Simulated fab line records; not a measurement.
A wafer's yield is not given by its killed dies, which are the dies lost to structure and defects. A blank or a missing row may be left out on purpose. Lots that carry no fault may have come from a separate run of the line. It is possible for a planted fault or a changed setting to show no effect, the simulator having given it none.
Problem report, 8D (eight disciplines) form, completed by code || flow n5Finfet || the parts of the form that need people (team, actions taken, sign-off) are left out

1. PROBLEM STATEMENT
Mean M0_CORE_OVL at N5_BEOL_M0_SAQP_OVL_MEAS_15: 20.1 nm over 6 wafers in 2 lots; fault-free wafers: 0.5 nm, standard deviation 0.87. Measured from the usual mean, that is +23 standard deviations.
First seen on wafer L510.3, day 8 17:00, on overlay-01. The record has a number at this step for 33 wafers belonging to 12 lots. The rule behind "out" and "out of limits": a value lying over 4 standard deviations away from the usual mean. Any other wafer with a number is counted as sound.

2. WHAT IT IS AND WHAT IT IS NOT
{"question": "which readings at this step", "is": "M0_CORE_OVL", "is not": "-"}
{"question": "which lots", "is": "L510, L511", "is not": "L498, L499, L502, L505, L507, L512, L513, L517, L519, L520"}
{"question": "which wafers of those lots", "is": "all that have a number", "is not": "-"}
{"question": "read on which gauges", "is": "overlay-01", "is not": "overlay-02"}
{"question": "when", "is": "from day 8 17:00", "is not": "up to then (13 sound wafers); but 14 sound wafers of L512, L513, L517, L519, L520 came after"}

3. THE SUSPECTS, EACH WITH WHAT RULES IT OUT
Counting: a tool at any process step up to the reading remains a suspect when it ran all the lots that are out and ran no sound lot after the first of those.
- the gauge at N5_BEOL_M0_SAQP_OVL_MEAS_15: kept. All the wafers that are out were read on overlay-01, and no step on other tools shows them out.
- cvdW-02 at N5_MOL_CONTACT_COAG_CVD_140 (deposits W, target thk 66.5 nm, time 215 s): ruled out as a lasting fault. After its first lot that is out, L510 (day 8 10:59), sound lots L513, L517, L519, L520 ran on it.
- arfiScanner-03 at N5_BEOL_M0_SAQP_EXPOSE_11 (exposes mask M0 CORE, target cd 42 nm): kept. It ran every lot that is out, first L510 (day 8 16:52), and no sound lot after that; its last sound lot up to then is L502 (day 6 17:20).
Remaining after the count are arfiScanner-03 at N5_BEOL_M0_SAQP_EXPOSE_11 and overlay-01 at N5_BEOL_M0_SAQP_OVL_MEAS_15.

4. THE CAUSE (what the simulator had put in)
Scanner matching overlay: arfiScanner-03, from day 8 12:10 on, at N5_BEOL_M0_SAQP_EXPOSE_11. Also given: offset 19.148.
Of the 2 suspects that counting leaves, this tool is one.

5. SEQUENCE OF EFFECTS, ordered by route
Each row: a reading where the mean over the struck wafers with a number is more than 3 standard deviations away from the usual. Only readings whose record carries a usual standard deviation are examined. hours: median over the lots of the time between each lot's start at the first step of this table that gives one and its start at this step. sigmas: the change, counted in usual standard deviations.
{"hours": 0, "step": "N5_BEOL_M0_SAQP_OVL_MEAS_15", "reading": "M0_CORE_OVL", "usual": "0.5 nm", "on struck wafers": 20.1, "change": "+19.6", "sigmas": "+23"}
Later steps that measure or inspect, where all struck wafers having a row at the step show a number for every such reading and not one has moved that far: N5_BEOL_M4_RC_MEAS_101.

6. HOW IT WOULD HAVE BEEN CAUGHT EARLIER
5 hours passed between the start of the fault at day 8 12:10 and the first reading out of limits at a measuring or inspecting step in this record, taken at day 8 17:00.
Of the lots that are out (2), L511 began N5_BEOL_M0_SAQP_EXPOSE_11 on arfiScanner-03 after day 8 17:00. Putting the tool on hold at that point would have spared it.
